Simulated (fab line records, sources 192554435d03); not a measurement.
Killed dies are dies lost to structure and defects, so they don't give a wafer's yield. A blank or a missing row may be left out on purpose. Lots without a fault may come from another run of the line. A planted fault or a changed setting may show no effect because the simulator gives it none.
Chamber matching | flow n5_finfet | N5_SPACER0_ALD_00 on ald_sin-04: 4 sister chambers
The step deposits SiOCN, target thk 3.5 nm, pulse time 3 s, purge time 2 s. 16 wafers are shown with their chamber, then 8 later ones without.

WAFERS WITH THEIR CHAMBER
wafer  | chamber | heater_power_w (W) | precursor_pulse_height_rel
L083.1 | 1       | 811                | 1.014
L083.2 | 2       | 887                | 1.019
L083.5 | 2       | 872                | 1.044
L086.1 | 1       | 831                | 0.980
L086.4 | 3       | 791                | 1.000
L086.5 | 0       | 877                | 0.962
L090.4 | 1       | 821                | 1.047
L090.5 | 0       | 846                | 1.004
L090.6 | 3       | 792                | 1.033
L091.2 | 0       | 837                | 1.017
L091.3 | 1       | 853                | 1.033
L091.5 | 3       | 821                | 0.976
L093.1 | 0       | 854                | 0.992
L093.5 | 1       | 817                | 1.001
L093.6 | 2       | 899                | 0.991
L095.1 | 2       | 896                | 1.014

SIGNATURES (means of the wafers above)
reading                    | chamber 0 | chamber 1 | chamber 2 | chamber 3 | scatter within a chamber
heater_power_w             | 853.50    | 826.60    | 888.50    | 801.33    | 15.8
precursor_pulse_height_rel | 0.99375   | 1.01500   | 1.01700   | 1.00300   | 0.025
Rule: a wafer's distance from a chamber is the root of the sum, over the readings, of the square of ((its reading less the chamber's mean) divided by the reading's scatter). The wafer belongs to the nearest chamber; if the next one is less than 2 further off, it can't be placed. The scatter: the root of (the sum of the squares of (reading less its chamber's mean) over the shown wafers, divided by (wafers less chambers)).

WAFERS WITHOUT THEIR CHAMBER
wafer  | heater_power_w (W) | precursor_pulse_height_rel
L095.3 | 813                | 0.994
L095.5 | 909                | 0.985
L096.2 | 845                | 0.995
L096.4 | 934                | 1.036
L096.6 | 898                | 1.010
L097.2 | 828                | 1.023
L097.3 | 850                | 0.967
L097.4 | 820                | 1.002

WHICH CHAMBER EACH WENT THROUGH
wafer  | from the rows above          | in truth
L095.3 | can't be placed: 3 or 1 or 0 | 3
L095.5 | can't be placed: 2 or 0      | 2
L096.2 | can't be placed: 0 or 1      | 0
L096.4 | 2                            | 2
L096.6 | 2                            | 2
L097.2 | can't be placed: 1 or 3 or 0 | 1
L097.3 | can't be placed: 0 or 1      | 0
L097.4 | can't be placed: 1 or 3 or 0 | 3
Placed correctly: 2 of 8. Can't be placed from these rows: 6 (the true chamber is among the candidates in 6). Placed wrongly: 0.
